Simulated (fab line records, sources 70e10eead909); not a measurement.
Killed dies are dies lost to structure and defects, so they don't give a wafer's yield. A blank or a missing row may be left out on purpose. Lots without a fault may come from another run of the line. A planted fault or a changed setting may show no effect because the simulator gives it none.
fab line records | flow nand_harc
record lots=5 wafers=15 last_day=33
route steps=1302 shown A_CHANNEL_FILL_D2@618 A_STAIRCASE@639
lots that met no fault: from a run of the same line without faults
start_h: hours from the record's first day to the start of the lot's first wafer shown | wait_h: hours since the lot's step before | " the same as in the row above | L1.1+2: a row that stands for several wafers | - no value, or no start given | * or withheld: withheld | < > ~ a bound
route shown NAME@n: a module of which the file shows steps, and the number in the route of the first | usual: mean/standard deviation of fault-free wafers | same: alike in all rows | chamber/n: place in a boat | sites: the reading at each site | _std_site: their standard deviation | _edge_site: outer sites' mean less inner sites' | radius_mm: how far each site lies from the wafer's centre | mask NAME#n: copy n | behind: the tool/chamber that last shaped the wafer | hold: why the lot was held/for how many hours/how that ended | device: the transistor (n, p or np) that didn't switch | end of line: the same wafers' tests at the end of the route | a step without rows: its recipe alone | killed: dies lost to structure and defects at the first sort, not the wafer's yield | map: a wafer's dies, x killed, . not, _ none there
set.NAME: the setting as run; set.NAME@STEP: as run at that earlier step | model.NAME: the simulator's own value behind a step, which no gauge read
lots at some steps of the route; a table a step, a row a wafer
services: from which hour (start_h, from the record's first day; less than 0 if before it) a tool's chamber was out of use, for how many hours, and why
## steps
# step NHARC_A_CHANNEL_FILL_D2_CVD_18
# recipe target_thk_a=30 temp_c=550 material=poly-Si
# usual tube_center_temp_C=550/0.049
# columns lot.wafer tool chamber start_h wait_h tube_center_temp_C
L081.3 lpcvd_poly-01 0 399.23 - 550.07
L081.4 " 0 " " 550.01
L081.6 " 0 " " 549.97
L086.1 lpcvd_poly-03 0 446.09 - 549.95
L086.3 " 0 " " 549.91
L086.6 " 0 " " 549.96
L092.1 lpcvd_poly-03 0 509.44 - 549.98
L092.3 " 0 " " 550.12
L092.5 " 0 " " 550.01
L096.2 lpcvd_poly-02 0 539.67 - 550.09
L096.3 " 0 " " 550.09
L096.4 " 0 " " 549.9
L097.3 lpcvd_poly-01 0 549.56 - 549.97
L097.4 " 0 " " 549.91
L097.5 " 0 " " 550.09
# step NHARC_A_CHANNEL_FILL_D2_ETCHBACK_19
# recipe target_depth_a=50 time_s=1.7 hbr_flow_sccm=150 cl2_flow_sccm=50 rf_w=400 icp_w=400 bias_w=100 chemistry=HBr/Cl2
# usual chamber_pressure_mTorr=15.002/0.014 drypump_motor_current_A=6.0/0.44 oes_product_au=1.000/0.0074 throttle_valve_pct=26.406/0.0087
# same time_s=1.7
# columns lot.wafer tool chamber start_h wait_h chamber_pressure_mTorr drypump_motor_current_A oes_product_au rf_hours_counter_h throttle_valve_pct
L081.3 rie_si-06 0 401.34 0.4 15.005 5.4 1.000 0.80 26.412
L081.4 " 1 " " 14.978 6.1 1.006 0.76 26.393
L081.6 " 3 " " 14.990 5.5 1.004 - 26.395
L086.3 rie_si-06 1 448.20 0.4 15.008 6.1 0.996 0.02 26.406
L086.1 " 2 " " 15.018 5.2 1.026 0.01 26.407
L086.6 " 1 " " 15.002 6.1 0.999 - 26.413
L092.1 rie_si-06 3 511.53 0.4 15.010 5.5 1.002 0.25 26.408
L092.3 " 1 " " 14.997 6.1 0.997 0.26 26.414
L092.5 " 2 " " 14.995 5.3 1.016 - 26.390
L096.3 rie_si-06 1 541.71 0.4 15.024 6.1 1.003 0.54 26.391
L096.2 " 2 " " 15.018 5.2 0.995 0.49 26.412
L096.4 " 3 " " 15.015 5.5 0.994 0.48 26.404
L097.3 rie_si-04 1 551.66 0.4 14.995 6.1 0.994 0.17 26.399
L097.4 " 2 " " 15.007 5.8 1.008 0.17 26.400
L097.5 " 0 " " 15.012 6.6 1.003 - 26.408
# step NHARC_A_CHANNEL_FILL_D2_ETCHBACK_20
# recipe target_depth_a=270 time_s=13.5 c4f8_flow_sccm=withheld o2_flow_sccm=8 ar_flow_sccm=withheld rf_w=600 bias_w=1500 chemistry=C4F8/O2/Ar
# usual chamber_pressure_mTorr=24.999/0.021 oes_product_au=0.98/0.032 rf_vpp_V=977/4.8
# same time_s=13.5
# columns lot.wafer tool chamber start_h wait_h chamber_pressure_mTorr oes_product_au rf_hours_counter_h rf_vpp_V
L081.3 rie_diel-10 2 401.46 - 25.005 0.99 4 979
L081.4 " 2 " " 25.001 1.00 - 979
L081.6 " 0 " " 25.006 0.98 - 972
L086.1 rie_diel-01 1 448.32 - 24.977 0.99 1 973
L086.3 " 2 " " 25.025 0.99 1 977
L086.6 " 2 " " 25.039 0.99 - 978
L092.3 rie_diel-04 2 511.64 - 25.015 0.92 20 983
L092.1 " 3 " " 24.999 0.92 21 980
L092.5 " 2 " " 25.050 0.93 - 984
L096.2 rie_diel-10 2 541.83 - 24.974 1.00 3 977
L096.4 " 3 " " 24.998 1.01 3 971
L096.3 " 0 " " 24.988 1.00 3 973
L097.3 rie_diel-10 3 551.76 - 24.977 0.92 3 972
L097.4 " 2 " " 25.016 0.93 3 978
L097.5 " 3 " " 25.012 0.93 - 973
# step NHARC_A_CHANNEL_FILL_D2_STRIP_28
# recipe time_s=20 o2_flow_sccm=500 ar_flow_sccm=0 bias_w=0 chemistry=O2
# usual chamber_pressure_mTorr=60.01/0.055 drypump_motor_current_A=5.8/0.45 oes_product_au=1.000/0.0085 rf_vpp_V=57.7/0.9 showerhead_plenum_p_Torr=3.48/0.11 throttle_valve_pct=17.036/0.01
# same time_s=20
# columns lot.wafer tool chamber start_h wait_h chamber_pressure_mTorr drypump_motor_current_A oes_product_au rf_hours_counter_h rf_vpp_V showerhead_plenum_p_Torr throttle_valve_pct
L081.3 rie_diel-10 2 401.57 0.1 59.98 5.7 1.013 4 57.3 3.52 17.025
L081.4 " 2 " " 59.96 5.7 1.002 - 57.7 3.52 17.031
L081.6 " 0 " " 59.98 5.9 1.007 - 59.1 3.39 17.023
L086.1 rie_diel-01 2 448.41 0.1 60.06 5.8 0.983 1 57.7 3.53 17.040
L086.3 " 3 " " 59.94 6.5 1.007 2 58.6 3.72 17.050
L086.6 " 2 " " 60.02 5.8 0.993 - 58.1 3.53 17.034
L092.3 rie_diel-04 1 511.74 0.1 60.04 5.2 1.003 16 58.5 3.49 17.040
L092.1 " 3 " " 60.13 6.2 1.003 21 57.6 3.56 17.034
L092.5 " 1 " " 60.05 5.1 0.995 - 58.0 3.49 17.042
L096.4 rie_diel-10 0 541.93 0.1 60.03 6.0 1.002 3 57.1 3.39 17.039
L096.2 " 2 " " 59.97 5.7 0.999 3 56.3 3.52 17.030
L096.3 " 3 " " 60.05 5.4 1.000 3 58.8 3.34 17.037
L097.4 rie_diel-10 2 551.86 0.1 60.10 5.7 1.016 3 58.1 3.52 17.014
L097.3 " 3 " " 59.96 5.4 1.002 3 57.0 3.34 17.038
L097.5 " 0 " " 59.94 5.9 1.006 - 57.8 3.39 17.028
# step NHARC_A_CHANNEL_FILL_D2_PRECLEAN_21
# recipe time_s=30 chemistry=dHF
# same time_s=30
# columns lot.wafer tool chamber start_h wait_h
L081.6+4+3 wet_bench-04 5,7,0 401.68 -
L086.3+6+1 wet_bench-07 5,6,2 448.51 -
L092.5+3+1 wet_bench-07 6,7,0 511.84 -
L096.2+4+3 wet_bench-07 1,2,3 542.02 -
L097.4+5+3 wet_bench-07 3,5,0 551.95 -
# step NHARC_A_CHANNEL_FILL_D2_SRD_23
# columns lot.wafer tool chamber start_h wait_h
L081.6+4+3 wet_bench-04 5,7,0 401.70 0.0
L086.3+6+1 wet_bench-07 5,6,2 448.53 0.0
L092.5+3+1 wet_bench-07 6,7,0 511.86 0.0
L096.2+4+3 wet_bench-07 1,2,3 542.05 0.0
L097.4+5+3 wet_bench-07 3,5,0 551.98 0.0
# step NHARC_A_CHANNEL_FILL_D2_CVD_05
# recipe target_thk_a=50 temp_c=550 material=poly-Si
# usual tube_center_temp_C=550/0.047
# columns lot.wafer tool chamber start_h wait_h tube_center_temp_C
L081.3 lpcvd_poly-02 0 404.10 2.4 550.09
L081.4 " 0 " " 549.95
L081.6 " 0 " " 549.93
L086.1 lpcvd_poly-02 0 450.88 2.3 549.89
L086.3 " 0 " " 549.93
L086.6 " 0 " " 549.98
L092.1 lpcvd_poly-01 0 514.13 2.3 549.97
L092.3 " 0 " " 549.99
L092.5 " 0 " " 550.02
L096.2 lpcvd_poly-01 0 544.32 2.3 550.02
L096.3 " 0 " " 550.03
L096.4 " 0 " " 550.01
L097.3 lpcvd_poly-01 0 554.25 2.3 549.97
L097.4 " 0 " " 550
L097.5 " 0 " " 550.05
# step NHARC_A_CHANNEL_FILL_D2_ANNEAL_22
# recipe temp_c=620 time_s=7200
# usual tube_center_temp_C=620/0.058
# same time_s=7200
# columns lot.wafer tool chamber start_h wait_h tube_center_temp_C
L081.3 furnace-04 0 410.82 4.8 619.95
L081.4 " 0 " " 620.02
L081.6 " 0 " " 620.1
L086.1 furnace-04 0 456.11 3.4 619.91
L086.3 " 0 " " 620.05
L086.6 " 0 " " 619.87
L092.1 furnace-02 0 518.90 2.9 620
L092.3 " 0 " " 620
L092.5 " 0 " " 620.15
L096.2 furnace-07 0 549.65 3.5 619.94
L096.3 " 0 " " 619.95
L096.4 " 0 " " 619.98
L097.3 furnace-02 0 559.02 2.9 619.91
L097.4 " 0 " " 619.98
L097.5 " 0 " " 619.89
# step NHARC_A_CHANNEL_FILL_D2_ALD_25
# recipe target_thk_a=600 pulse_time_s=10 ald_cycles=600 temp_c=300 material=SiOx
# usual heater_power_w=466/37 precursor_pulse_height_rel=0.998/0.021
# columns lot.wafer tool chamber start_h wait_h heater_power_w precursor_pulse_height_rel
L081.4 ald_hk-03 3 414.88 0.0 541 0.977
L081.3 " 0 " " 436 0.974
L081.6 " 0 417.99 3.2 439 1.036
L086.3 ald_hk-02 1 460.08 0.0 418 0.994
L086.1 " 0 461.94 1.9 519 0.993
L086.6 " 1 " " 434 0.999
L092.3 ald_hk-02 1 522.98 0.0 433 0.998
L092.1 " 2 " " 446 1.009
L092.5 " 1 525.39 2.5 434 1.066
L096.3 ald_hk-01 3 553.69 0.1 474 1.012
L096.2 " 1 554.93 1.3 516 1.009
L096.4 " 2 " " 480 1.004
L097.4 ald_hk-01 3 563.71 0.7 483 1.010
L097.3 " 0 " " 455 1.009
L097.5 " 2 565.55 2.5 479 1.001
# step NHARC_A_CHANNEL_FILL_D2_ETCHBACK_08
# recipe target_depth_a=2200 time_s=110 c4f8_flow_sccm=20 ar_flow_sccm=withheld rf_w=600 bias_w=300 chemistry=C4F8
# usual chamber_pressure_mTorr=25.002/0.022 oes_product_au=0.98/0.035 rf_vpp_V=440.2/2.5
# same time_s=110
# columns lot.wafer tool chamber start_h wait_h chamber_pressure_mTorr oes_product_au rf_hours_counter_h rf_vpp_V
L081.3 rie_diel-01 0 - - 24.997 0.99 1 439.7
L081.4 " 2 " " 25.027 0.97 1 441.4
L081.6 " 0 " " 24.992 0.99 - 439.3
L086.1 rie_diel-10 2 - - 24.969 1.01 1 440.2
L086.3 " 0 " " 25.006 1.00 1 437.6
L086.6 " 3 " " 24.951 1.00 - 436.6
L092.3 rie_diel-04 2 - - 24.996 0.92 23 444.1
L092.1 " 1 " " 24.977 0.93 19 440.4
L092.5 " 2 " " 25.013 0.92 - 442.1
L096.3 rie_diel-10 3 - - 25.010 0.93 3 436.9
L096.2 " 0 " " 24.995 0.92 3 438.1
L096.4 " 1 " " 25.020 0.94 3 439.7
L097.4 rie_diel-10 0 - - 25.022 0.93 4 440.5
L097.3 " 1 " " 25.014 0.94 3 440.9
L097.5 " 3 " " 25.005 0.92 - 436.2
# step NHARC_A_CHANNEL_FILL_D2_STRIP_29
# recipe time_s=20 o2_flow_sccm=500 ar_flow_sccm=0 bias_w=0 chemistry=O2
# usual chamber_pressure_mTorr=60.00/0.049 drypump_motor_current_A=5.8/0.47 oes_product_au=1.002/0.0085 rf_vpp_V=57.6/0.95 showerhead_plenum_p_Torr=3.49/0.12 throttle_valve_pct=17.036/0.0093
# same time_s=20
# columns lot.wafer tool chamber start_h wait_h chamber_pressure_mTorr drypump_motor_current_A oes_product_au rf_hours_counter_h rf_vpp_V showerhead_plenum_p_Torr throttle_valve_pct
L081.4 rie_diel-01 3 - - 60.05 6.6 1.002 1 57.8 3.72 17.035
L081.3 " 0 " " 59.94 5.2 1.014 1 57.1 3.48 17.032
L081.6 " 1 " " 59.96 6.2 0.999 - 56.5 3.43 17.041
L086.1 rie_diel-10 2 - - 60.00 5.7 0.999 1 56.7 3.52 17.026
L086.3 " 0 " " 60.03 6.0 0.988 1 57.7 3.39 17.030
L086.6 " 2 " " 60.03 5.7 1.004 - 58.5 3.52 17.047
L092.1 rie_diel-04 1 - - 60.00 5.2 0.999 19 57.1 3.49 17.047
L092.3 " 3 " " 59.99 6.3 0.999 23 57.6 3.56 17.017
L092.5 " 0 " " 59.91 6.8 1.015 - 57.5 3.26 17.035
L096.3 rie_diel-10 1 - - 59.96 5.6 1.014 3 58.4 3.49 17.041
L096.2 " 2 " " 60.01 5.7 1.003 3 57.4 3.52 17.036
L096.4 " 3 " " 59.94 5.4 1.004 3 56.7 3.34 17.041
L097.4 rie_diel-10 3 - - 60.06 5.4 1.004 4 56.4 3.34 17.025
L097.3 " 0 " " 60.08 5.9 0.994 4 57.9 3.39 17.042
L097.5 " 2 " " 60.04 5.7 1.014 - 56.3 3.52 17.056
# step NHARC_A_CHANNEL_FILL_D2_PRECLEAN_30
# recipe time_s=30 chemistry=dHF
# same time_s=30
# columns lot.wafer tool chamber start_h wait_h
L081.4+3+6 wet_bench-07 5,6,7 420.72 -
L086.6+3+1 wet_bench-01 7,1,3 465.90 -
L092.5+3+1 wet_bench-01 4,5,6 528.70 -
L096.3+2+4 wet_bench-04 3,4,5 559.53 -
L097.3+4+5 wet_bench-04 5,6,7 568.88 -
# step NHARC_A_CHANNEL_FILL_D2_SRD_31
# columns lot.wafer tool chamber start_h wait_h
L081.4+3+6 wet_bench-07 5,6,7 420.74 0.0
L086.6+3+1 wet_bench-01 7,1,3 465.93 0.0
L092.5+3+1 wet_bench-01 4,5,6 528.72 0.0
L096.3+2+4 wet_bench-04 3,4,5 559.55 0.0
L097.3+4+5 wet_bench-04 5,6,7 568.91 0.0
# step NHARC_A_CHANNEL_FILL_D2_CVD_09
# recipe target_thk_a=1500 temp_c=620 pressure_mtorr=200 time_s=3000 material=poly-Si
# usual tube_center_temp_C=620/0.054
# same time_s=3000
# columns lot.wafer tool chamber start_h wait_h tube_center_temp_C
L081.3 lpcvd_poly-01 0 422.99 - 619.93
L081.4 " 0 " " 620
L081.6 " 0 " " 620.03
L086.1 lpcvd_poly-01 0 468.20 2.3 620.06
L086.3 " 0 " " 619.94
L086.6 " 0 " " 620.06
L092.1 lpcvd_poly-01 0 530.99 2.3 620.05
L092.3 " 0 " " 619.99
L092.5 " 0 " " 620
L096.2 lpcvd_poly-03 0 561.96 2.4 619.92
L096.3 " 0 " " 619.94
L096.4 " 0 " " 619.93
L097.3 lpcvd_poly-02 0 572.55 3.6 619.92
L097.4 " 0 " " 620.01
L097.5 " 0 " " 619.92
# step NHARC_A_CHANNEL_FILL_D2_CMP_10
# recipe target_thk_nm=150
# usual motor_current_A=11.4/0.93 time_to_endpoint_s=14.8/2.2
# columns lot.wafer tool chamber start_h wait_h motor_current_A time_to_endpoint_s
L081.4 cmp-04 3 426.19 0.4 12.9 15.1
L081.3 " 2 " " 10.6 15.7
L081.6 " 3 " " 12.9 12.4
L086.3 cmp-03 1 471.34 0.4 11.2 14.1
L086.1 " 2 " " 11.4 12.2
L086.6 " 2 " " 10.6 12.1
L092.3 cmp-03 2 534.19 0.4 11.5 16.0
L092.1 " 3 " " 11.3 17.1
L092.5 " 3 " " 11.4 14.8
L096.3 cmp-04 0 565.16 0.4 10.6 14.8
L096.4 " 1 " " 10.7 16.1
L096.2 " 2 " " 10.6 14.8
L097.4 cmp-04 1 575.70 0.4 10.5 17.9
L097.3 " 2 " " 10.6 16.8
L097.5 " 1 " " 10.7 16.8
# step NHARC_A_CHANNEL_FILL_D2_SRD_12
# columns lot.wafer tool chamber start_h wait_h
L081.6+3+4 wet_bench-01 0,2,3 426.50 0.0
L086.6+3+1 wet_bench-04 4,6,7 471.64 0.0
L092.5+1+3 wet_bench-04 6,1,2 534.49 0.0
L096.2+4+3 wet_bench-01 5,7,0 565.43 0.0
L097.4+5+3 wet_bench-04 1,2,4 576.00 0.0
# step NHARC_A_CHANNEL_FILL_D2_RTA_24
# recipe temp_c=1000 time_s=5
# usual lamp_power_pct=31.9/0.41 wafer_temp_C_max=1004.5/1
# same time_s=5
# columns lot.wafer tool chamber start_h wait_h lamp_power_pct wafer_temp_C_max
L081.3 rtp_anneal-01 0 426.67 0.1 31.5 1004.1
L081.4 " 0 " " 31.5 1004.8
L081.6 " 0 " " 31.5 1004.1
L086.1 rtp_anneal-01 0 471.76 0.0 31.6 1002.8
L086.3 " 0 " " 31.5 1005.2
L086.6 " 0 " " 31.5 1003.5
L092.1 rtp_anneal-02 0 534.60 0.0 32.4 1004.2
L092.3 " 0 " " 32.4 1004.1
L092.5 " 0 " " 32.3 1005.2
L096.2 rtp_anneal-01 0 565.61 0.1 31.5 1004.0
L096.3 " 0 " " 31.6 1005.0
L096.4 " 0 " " 31.5 1005.8
L097.3 rtp_anneal-01 0 576.17 0.1 31.5 1005.5
L097.4 " 0 " " 31.5 1003.9
L097.5 " 0 " " 31.6 1005.7
# step NHARC_A_CHANNEL_FILL_D2_INSPECT_13
# usual raw_defect_count=363/100
# columns lot.wafer tool chamber start_h wait_h raw_defect_count
L081.3 defect_inspect-02 - 426.81 0.1 485
L081.4 " - " " 381
L081.6 " - " " 349
L086.1 defect_inspect-02 - 471.96 0.2 413
L086.3 " - " " 387
L086.6 " - " " 375
L092.1 defect_inspect-02 - 534.80 0.2 266
L092.3 " - " " 312
L092.5 " - " " 307
L096.2 defect_inspect-02 - 565.78 0.1 439
L096.3 " - " " 425
L096.4 " - " " 333
L097.3 defect_inspect-02 - 576.31 0.1 472
L097.4 " - " " 351
L097.5 " - " " 382
# step NHARC_A_STAIRCASE_DEP_156
# recipe target_thk_a=500 temp_c=400 target_thk_nm=50 flow_sccm=200 rf_w=450 material=SiNx
# usual heater_power_w=734/140
# columns lot.wafer tool chamber start_h wait_h heater_power_w
L081.3 pecvd-02 1 426.95 0.1 552
L081.4 " 0 " " 945
L081.6 " 1 " " 566
L086.3 pecvd-02 2 472.05 0.1 764
L086.1 " 0 " " 950
L086.6 " 2 " " 759
L092.3 pecvd-01 2 534.87 0.1 876
L092.1 " 1 " " 892
L092.5 " 2 " " 879
L096.2 pecvd-01 0 565.87 0.1 677
L096.3 " 1 " " 844
L096.4 " 2 " " 902
L097.3 pecvd-01 0 576.44 0.1 569
L097.4 " 2 " " 918
L097.5 " 0 " " 572
# step NHARC_A_STAIRCASE_DEHYDRATE_158
# recipe temp_c=150 time_s=120
# usual chill_plate_temp_C=22.97/0.11
# same time_s=120
# columns lot.wafer tool chamber start_h wait_h chill_plate_temp_C
L081.3 litho_track-05 0 427.17 0.2 22.94
L081.4 " 0 " " 22.92
L081.6 " 0 " " 23.08
L086.1 litho_track-07 0 472.29 0.2 23.05
L086.3 " 0 " " 23.09
L086.6 " 0 " " 22.94
L092.1 litho_track-05 0 535.14 0.2 22.80
L092.3 " 0 " " 23.04
L092.5 " 0 " " 22.83
L096.2 litho_track-07 0 566.11 0.2 22.88
L096.3 " 0 " " 22.87
L096.4 " 0 " " 23.06
L097.3 litho_track-03 0 576.65 0.2 23.10
L097.4 " 0 " " 23.08
L097.5 " 0 " " 22.92
# step NHARC_A_STAIRCASE_HMDS_159
# recipe time_s=30
# usual chill_plate_temp_C=23.00/0.1
# same time_s=30
# columns lot.wafer tool chamber start_h wait_h chill_plate_temp_C
L081.3 litho_track-05 0 - - 23.12
L081.4 " 0 " " 23.15
L081.6 " 0 " " 23.03
L086.1 litho_track-07 0 - - 23.03
L086.3 " 0 " " 23.15
L086.6 " 0 " " 22.96
L092.1 litho_track-05 0 - - 22.86
L092.3 " 0 " " 23.08
L092.5 " 0 " " 23.08
L096.2 litho_track-07 0 - - 22.99
L096.3 " 0 " " 22.93
L096.4 " 0 " " 22.94
L097.3 litho_track-03 0 - - 22.84
L097.4 " 0 " " 22.91
L097.5 " 0 " " 22.89
# step NHARC_A_STAIRCASE_COAT_160
# recipe spin_rpm=1200
# usual chill_plate_temp_C=22.99/0.093
# columns lot.wafer tool chamber start_h wait_h chill_plate_temp_C
L081.3 litho_track-05 0 - - 23.18
L081.4 " 0 " " 23.04
L081.6 " 0 " " 22.98
L086.1 litho_track-07 0 - - 23.04
L086.3 " 0 " " 22.94
L086.6 " 0 " " 22.98
L092.1 litho_track-05 0 - - 22.92
L092.3 " 0 " " 22.92
L092.5 " 0 " " 23.01
L096.2 litho_track-07 0 - - 22.89
L096.3 " 0 " " 22.82
L096.4 " 0 " " 22.86
L097.3 litho_track-03 0 - - 23.03
L097.4 " 0 " " 22.89
L097.5 " 0 " " 23.02
# step NHARC_A_STAIRCASE_SOFTBAKE_161
# recipe temp_c=135 time_s=170
# usual chill_plate_temp_C=23.00/0.098
# same time_s=170
# columns lot.wafer tool chamber start_h wait_h chill_plate_temp_C
L081.3 litho_track-05 0 - - 22.95
L081.4 " 0 " " 22.98
L081.6 " 0 " " 22.93
L086.1 litho_track-07 0 - - 23.04
L086.3 " 0 " " 22.97
L086.6 " 0 " " 22.88
L092.1 litho_track-05 0 - - 22.84
L092.3 " 0 " " 22.98
L092.5 " 0 " " 23.04
L096.2 litho_track-07 0 - - 23.04
L096.3 " 0 " " 23.10
L096.4 " 0 " " 22.91
L097.3 litho_track-03 0 - - 23.14
L097.4 " 0 " " 23.15
L097.5 " 0 " " 23.02
# step NHARC_A_STAIRCASE_EBR_162
# usual chill_plate_temp_C=22.98/0.11
# columns lot.wafer tool chamber start_h wait_h chill_plate_temp_C
L081.3 litho_track-05 0 - - 22.90
L081.4 " 0 " " 22.97
L081.6 " 0 " " 22.98
L086.1 litho_track-07 0 - - 23.08
L086.3 " 0 " " 23.03
L086.6 " 0 " " 22.87
L092.1 litho_track-05 0 - - 22.98
L092.3 " 0 " " 22.84
L092.5 " 0 " " 22.95
L096.2 litho_track-07 0 - - 22.87
L096.3 " 0 " " 22.73
L096.4 " 0 " " 22.98
L097.3 litho_track-03 0 - - 22.96
L097.4 " 0 " " 22.93
L097.5 " 0 " " 23.01
# step NHARC_A_STAIRCASE_EXPOSE_163
# recipe na=0.5 dose_mj=20.01 mask_id=STAIR_OPEN
# columns lot.wafer tool chamber start_h wait_h mask
L081.3+4+6 krf_scanner-01 0 427.65 - STAIR_OPEN#0
L086.1+3+6 krf_scanner-04 0 472.63 - STAIR_OPEN#0
L092.1+3+5 krf_scanner-04 0 535.47 - STAIR_OPEN#0
L096.2+3+4 krf_scanner-04 0 566.45 - STAIR_OPEN#0
L097.3+4+5 krf_scanner-01 0 576.99 - STAIR_OPEN#0
# step NHARC_A_STAIRCASE_PEB_164
# recipe peb_temp_c=115 peb_time_s=130
# usual chill_plate_temp_C=23.03/0.095
# columns lot.wafer tool chamber start_h wait_h chill_plate_temp_C
L081.3 litho_track-05 0 427.70 0.0 23.13
L081.4 " 0 " " 23.12
L081.6 " 0 " " 23.07
L086.1 litho_track-03 0 472.69 0.1 23.12
L086.3 " 0 " " 22.97
L086.6 " 0 " " 22.98
L092.1 litho_track-07 0 535.54 0.1 22.98
L092.3 " 0 " " 22.99
L092.5 " 0 " " 23.14
L096.2 litho_track-05 0 566.51 0.1 23.08
L096.3 " 0 " " 23.01
L096.4 " 0 " " 23.21
L097.3 litho_track-05 0 577.05 0.0 23.26
L097.4 " 0 " " 23.02
L097.5 " 0 " " 23.21
# step NHARC_A_STAIRCASE_DEVELOP_165
# recipe time_s=140
# usual chill_plate_temp_C=22.98/0.11
# same time_s=140
# columns lot.wafer tool chamber start_h wait_h chill_plate_temp_C
L081.3 litho_track-05 0 - - 23.09
L081.4 " 0 " " 23.04
L081.6 " 0 " " 23.09
L086.1 litho_track-03 0 - - 22.98
L086.3 " 0 " " 22.92
L086.6 " 0 " " 22.93
L092.1 litho_track-07 0 - - 22.99
L092.3 " 0 " " 22.73
L092.5 " 0 " " 23.01
L096.2 litho_track-05 0 - - 23.01
L096.3 " 0 " " 22.95
L096.4 " 0 " " 22.91
L097.3 litho_track-05 0 - - 22.89
L097.4 " 0 " " 22.82
L097.5 " 0 " " 22.97
# step NHARC_A_STAIRCASE_HARDBAKE_167
# recipe temp_c=120 time_s=140
# usual chill_plate_temp_C=23.01/0.11
# same time_s=140
# columns lot.wafer tool chamber start_h wait_h chill_plate_temp_C
L081.3 litho_track-05 0 427.93 - 23.12
L081.4 " 0 " " 23.17
L081.6 " 0 " " 22.88
L086.1 litho_track-05 0 472.91 - 23.24
L086.3 " 0 " " 23.35
L086.6 " 0 " " 22.94
L092.1 litho_track-07 0 535.77 - 23.19
L092.3 " 0 " " 23.15
L092.5 " 0 " " 23.01
L096.2 litho_track-07 0 566.74 - 23.00
L096.3 " 0 " " 22.86
L096.4 " 0 " " 23.23
L097.3 litho_track-07 0 577.28 - 23.12
L097.4 " 0 " " 23.09
L097.5 " 0 " " 23.11
# step NHARC_A_STAIRCASE_DESCUM_168
# recipe time_s=3 o2_flow_sccm=200 ar_flow_sccm=0 bias_power_w=0 chemistry=O2
# usual chamber_pressure_mTorr=60.00/0.062 drypump_motor_current_A=5.6/0.69 oes_product_au=1.001/0.0068 rf_vpp_V=57.8/0.88 showerhead_plenum_p_Torr=1.91/0.098 throttle_valve_pct=11.311/0.0096
# same time_s=3
# columns lot.wafer tool chamber start_h wait_h chamber_pressure_mTorr drypump_motor_current_A oes_product_au rf_hours_counter_h rf_vpp_V showerhead_plenum_p_Torr throttle_valve_pct
L081.4 rie_diel-12 0 428.01 - 59.98 5.0 1.004 52 57.7 1.76 11.320
L081.3 " 3 " " 60.14 6.3 0.996 49 59.2 2.02 11.292
L081.6 " 0 " " 60.00 5.0 1.003 - 56.3 1.76 11.326
L086.1 rie_diel-12 2 473.14 - 60.01 6.4 1.008 7 57.0 1.82 11.317
L086.3 " 3 " " 60.02 6.3 1.005 7 57.9 2.02 11.302
L086.6 " 3 " " 59.97 6.3 0.999 - 57.1 2.02 11.304
L092.3 rie_diel-12 0 535.88 - 60.09 5.0 1.009 23 58.5 2.07 11.313
L092.1 " 1 " " 60.05 4.8 0.994 27 57.4 1.88 11.323
L092.5 " 3 " " 59.97 6.3 0.986 - 58.0 2.01 11.322
L096.4 rie_diel-12 2 566.82 - 60.05 6.4 1.004 37 58.2 1.81 11.305
L096.3 " 0 " " 60.07 5.0 1.000 35 57.6 2.07 11.299
L096.2 " 1 " " 59.97 4.8 0.997 40 58.4 1.87 11.305
L097.4 rie_diel-12 1 577.36 - 59.86 4.8 1.002 43 58.5 1.87 11.305
L097.3 " 2 " " 59.98 6.4 1.010 41 56.7 1.81 11.319
L097.5 " 2 " " 59.97 6.4 0.996 - 58.6 1.81 11.305
# step NHARC_A_STAIRCASE_ETCH_169
# recipe target_depth_a=500 time_s=107.1 ion_energy_ev=120 ch3f_flow_sccm=50 o2_flow_sccm=30 ar_flow_sccm=200 rf_w=500 bias_w=100 chemistry=CH3F/O2
# usual chamber_pressure_mTorr=25.002/0.021 drypump_motor_current_A=5.7/0.7 oes_product_au=0.955/0.018 rf_vpp_V=244.4/1.9 showerhead_plenum_p_Torr=2.46/0.12 throttle_valve_pct=20.662/0.0091
# same time_s=107.1
# columns lot.wafer tool chamber start_h wait_h chamber_pressure_mTorr drypump_motor_current_A oes_product_au rf_hours_counter_h rf_vpp_V showerhead_plenum_p_Torr throttle_valve_pct
L081.3 rie_diel-12 3 428.12 0.1 24.998 6.3 0.943 49 246.4 2.60 20.651
L081.4 " 0 " " 25.005 5.0 0.938 52 242.9 2.27 20.665
L081.6 " 1 " " 25.012 4.8 0.945 - 243.6 2.42 20.650
L086.1 rie_diel-12 3 473.25 0.1 24.983 6.2 0.930 7 246.0 2.59 20.666
L086.3 " 1 " " 25.006 4.8 0.951 7 243.9 2.42 20.654
L086.6 " 2 " " 25.003 6.4 0.944 - 242.8 2.34 20.663
L092.1 rie_diel-12 2 535.94 0.1 25.022 6.4 0.963 27 242.0 2.33 20.647
L092.3 " 3 " " 25.007 6.3 0.951 25 245.1 2.58 20.656
L092.5 " 3 " " 24.980 6.2 0.951 - 246.2 2.58 20.652
L096.2 rie_diel-12 2 566.92 0.1 25.011 6.4 0.945 37 242.6 2.33 20.642
L096.4 " 3 " " 24.965 6.3 0.940 34 246.6 2.58 20.657
L096.3 " 0 " " 25.039 5.0 0.962 35 247.6 2.65 20.650
L097.4 rie_diel-12 2 577.44 0.1 25.031 6.4 0.972 41 241.4 2.33 20.664
L097.3 " 3 " " 25.023 6.3 0.990 38 245.6 2.58 20.669
L097.5 " 3 " " 24.995 6.3 0.991 - 244.9 2.58 20.662
## services
# columns tool chamber start_h hours kind
rie_diel-01 - 380.84 9.0 pm
rie_diel-10 3 401.17 5.9 repair
wet_bench-04 - 403.20 8.0 pm
rie_diel-10 0 407.13 5.9 repair
rie_diel-10 2 409.15 17.1 repair
rie_diel-10 - 419.69 9.0 pm
litho_track-07 - 426.00 7.0 pm
rie_si-06 - 426.00 9.0 pm
wet_bench-01 - 429.64 8.8 repair
rie_diel-04 1 435.60 16.3 repair
rie_diel-12 - 446.40 9.0 pm
litho_track-03 - 450.00 7.0 pm
wet_bench-01 - 453.60 8.0 pm
rie_diel-12 0 465.41 9.0 repair
rie_si-06 - 470.20 0.2 repair
litho_track-05 - 474.00 7.0 pm
rie_diel-01 0 484.63 6.1 repair
rie_diel-01 3 494.55 4.8 repair
wet_bench-07 - 512.05 8.0 pm
wet_bench-01 - 524.06 1.6 repair
rie_diel-04 - 532.01 9.0 pm
rie_si-06 2 535.75 4.3 repair
rie_diel-04 2 541.95 6.8 repair
lpcvd_poly-01 - 567.70 26.0 pm
## key
fault none
